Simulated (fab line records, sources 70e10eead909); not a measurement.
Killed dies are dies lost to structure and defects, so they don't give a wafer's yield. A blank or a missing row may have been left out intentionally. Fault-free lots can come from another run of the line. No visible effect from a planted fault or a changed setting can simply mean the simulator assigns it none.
Chamber matching + flow nand_harc + NHARC_P_CONTACT_DEP_30 on pecvd-02 has 3 sister chambers
The step deposits SiNx, target thk 30 nm. 16 wafers are shown with their chamber, then 8 later ones without.

== WAFERS PAIRED WITH THEIR CHAMBERS ==
| wafer  | chamber | heater_power_w (W) | heater_power_outer_w (W) |
|--------|---------|--------------------|--------------------------|
| L805.1 | 2       | 651                | 366                      |
| L805.4 | 1       | 742                | 449                      |
| L805.5 | 2       | 647                | 380                      |
| L807.2 | 1       | 753                | 420                      |
| L807.3 | 0       | 572                | 354                      |
| L807.5 | 1       | 763                | 432                      |
| L809.1 | 1       | 783                | 450                      |
| L809.4 | 0       | 544                | 345                      |
| L809.6 | 1       | 789                | 459                      |
| L818.1 | 1       | 682                | 400                      |
| L818.4 | 2       | 607                | 340                      |
| L818.6 | 1       | 704                | 410                      |
| L821.4 | 1       | 674                | 375                      |
| L821.5 | 2       | 661                | 369                      |
| L821.6 | 0       | 461                | 269                      |
| L822.3 | 0       | 576                | 359                      |

SIGNATURES, as means of the wafers listed above
| reading              | chamber 0 | chamber 1 | chamber 2 | scatter within a chamber |
|----------------------|-----------|-----------|-----------|--------------------------|
| heater_power_w       | 538.25    | 736.25    | 641.50    | 43.1                     |
| heater_power_outer_w | 331.75    | 424.38    | 363.75    | 30.4                     |
Rule: for a wafer and a chamber, the distance is found by dividing, reading by reading, the gap between the wafer's reading and the chamber's mean by the reading's scatter, squaring, summing and taking the root. The wafer belongs to the nearest chamber; if the next one is less than 2 further off, it can't be placed. The scatter: take each reading less its chamber's mean, square it, sum over the shown wafers, divide by the number of wafers less the number of chambers, and take the root.

== WAFERS WHOSE CHAMBER IS MISSING ==
| wafer  | heater_power_w (W) | heater_power_outer_w (W) |
|--------|--------------------|--------------------------|
| L822.4 | 591                | 351                      |
| L822.6 | 623                | 361                      |
| L823.1 | 557                | 330                      |
| L823.2 | 556                | 322                      |
| L823.4 | 569                | 332                      |
| L824.2 | 555                | 307                      |
| L824.3 | 531                | 306                      |
| L824.6 | 648                | 377                      |

== EACH ONE'S CHAMBER ==
| wafer  | from the rows above     | in truth |
|--------|-------------------------|----------|
| L822.4 | can't be placed: 2 or 0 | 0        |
| L822.6 | can't be placed: 2 or 0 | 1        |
| L823.1 | can't be placed: 0 or 2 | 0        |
| L823.2 | can't be placed: 0 or 2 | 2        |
| L823.4 | can't be placed: 0 or 2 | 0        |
| L824.2 | can't be placed: 0 or 2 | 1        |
| L824.3 | 0                       | 0        |
| L824.6 | 2                       | 2        |
Correct placement for 2 of the 8. Cannot be placed on the basis of these rows: 6; the candidates contain the true chamber in 4. Placed wrongly: 0.
